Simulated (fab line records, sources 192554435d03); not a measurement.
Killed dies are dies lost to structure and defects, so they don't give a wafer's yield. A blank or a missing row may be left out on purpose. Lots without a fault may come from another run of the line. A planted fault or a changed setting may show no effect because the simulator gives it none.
Split-lot experiment | flow n5_finfet | 7 lots, 21 wafers read, on a route of 1938 steps

THE SPLIT
At N5_BEOL_M2_COAT_67 (time 60 s, resist thk 60 nm), the setting spin_rpm was moved away from the recipe's 1500 rpm on 9 of the 21 wafers read, by -9.4% to +9.7%. The other wafers ran this setting at the recipe's value.

FROM THE SPLIT TO THE READING: what the file shows between them, 4 steps
- N5_BEOL_M2_ETCHBACK_99: etches SiO2 in CHF3, target depth 5 nm, time 10.4 s (also split here: time_s)
- N5_BEOL_M2_ETCH_70: etches SOC in N2/H2, target depth 80 nm, overetch 24 nm, time 130 s
- N5_BEOL_M2_STRIP_71: strips in N2/H2
- N5_BEOL_M2_STRIP_78: strips in N2/H2

THE READING
SOC_of_BEOL_M2_COAT_67.thk_nm (the simulator's own value, which no gauge read), in nm, at N5_BEOL_M2_VIA_ETCH_34 (etches the open film in C4F6/O2, target depth 69.4 nm, time 65.9 s). The file gives no usual value for it. The 12 wafers here that ran the recipe average 51.9 nm, standard deviation 0.24 nm.

wafer  | tool, chamber at the split | spin_rpm as run, rpm | against the recipe | SOC_of_BEOL_M2_COAT_67.thk_nm, nm | against lot-mates on the recipe
L078.1 | litho_track-02, 0          | 1500                 | recipe             | 52.2                              | -
L078.4 | litho_track-02, 0          | 1500                 | recipe             | 52.2                              | -
L078.3 | litho_track-02, 0          | 1600                 | +6.7%              | 50                                | -2.2
L081.3 | litho_track-03, 0          | 1500                 | recipe             | 52.2                              | -
L081.4 | litho_track-03, 0          | 1500                 | recipe             | 51.8                              | -
L081.6 | litho_track-03, 0          | 1500                 | recipe             | 52                                | -
L083.2 | litho_track-03, 0          | 1404                 | -6.4%              | 53.8                              | +2.0
L083.3 | litho_track-03, 0          | 1500                 | recipe             | 51.8                              | -
L083.4 | litho_track-03, 0          | 1404                 | -6.4%              | 54                                | +2.2
L084.1 | litho_track-04, 0          | 1359                 | -9.4%              | 55.2                              | +3.2
L084.4 | litho_track-04, 0          | 1359                 | -9.4%              | 55                                | +3.0
L084.5 | litho_track-04, 0          | 1500                 | recipe             | 52                                | -
L085.2 | litho_track-04, 0          | 1500                 | recipe             | 51.6                              | -
L085.4 | litho_track-04, 0          | 1500                 | recipe             | 51.6                              | -
L085.5 | litho_track-04, 0          | 1500                 | recipe             | 51.6                              | -
L095.1 | litho_track-03, 0          | 1646                 | +9.7%              | 49.2                              | -3.0
L095.4 | litho_track-03, 0          | 1500                 | recipe             | 52.2                              | -
L095.6 | litho_track-03, 0          | 1646                 | +9.7%              | 49.6                              | -2.6
L097.1 | litho_track-02, 0          | 1420                 | -5.3%              | 53.8                              | +2.0
L097.2 | litho_track-02, 0          | 1420                 | -5.3%              | 53.6                              | +1.8
L097.4 | litho_track-02, 0          | 1500                 | recipe             | 51.8                              | -

THE FIT
A straight line over all 21 wafers: SOC_of_BEOL_M2_COAT_67.thk_nm changes by -0.299 nm for each +1% of spin_rpm; r = -0.99; the points scatter about the line by 0.26 nm.
The same after taking each lot's own level away (the mean of its wafers on the recipe; 21 wafers): -0.316 nm for each +1%; r = -1.00; scatter 0.15 nm.
On that fit, the largest move of spin_rpm shifts the reading by 3.1 nm.
The lots' own levels span 51.60 to 52.20 nm, that is 2.5 times the standard deviation above.
So the lot-to-lot level changes the slope little: the two slopes agree.
Check: with one of the wafers moved furthest among these (+9.7%) left out of the fit, the line predicts -3.02 nm for it against its lot-mates. It came out at -3 nm against them.

OTHER SPLITS ON THESE WAFERS
These wafers also went through other splits before the reading. Each is held against what the fit with the lots' levels taken away leaves over:
other split on the same wafers | wafers away from the commonest value | r with SOC_of_BEOL_M2_COAT_67.thk_nm (lot level and that fit taken away)
N5_BEOL_M1_COAT_61 spin_rpm    | 9                                    | +0.36
N5_BEOL_M2_ETCHBACK_99 time_s  | 6                                    | -0.52

THE WHOLE CHAIN: every reading that the file lists as answering this split, in the file's order
step                   | what it does                                                        | reading                                                                        | change (the file's fit)               | r (the file's)
N5_BEOL_M2_COAT_67     | time 60 s, resist thk 60 nm                                         | SOC_of_BEOL_M2_COAT_67.thk_nm (the simulator's own value, which no gauge read) | -0.304 nm for each +1% of the setting | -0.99
N5_BEOL_M2_ETCH_70     | etches SOC in N2/H2, target depth 80 nm, overetch 24 nm, time 130 s | etch.depth_nm (the simulator's own value, which no gauge read)                 | -0.303 nm for each +1% of the setting | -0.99
N5_BEOL_M2_VIA_ETCH_34 | etches the open film in C4F6/O2, target depth 69.4 nm, time 65.9 s  | SOC_of_BEOL_M2_COAT_67.thk_nm (the simulator's own value, which no gauge read) | -0.319 nm for each +1% of the setting | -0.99

THE FILE'S OWN FIT
SOC_of_BEOL_M2_COAT_67.thk_nm changes by -0.319 nm for each +1% of spin_rpm, r = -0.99.
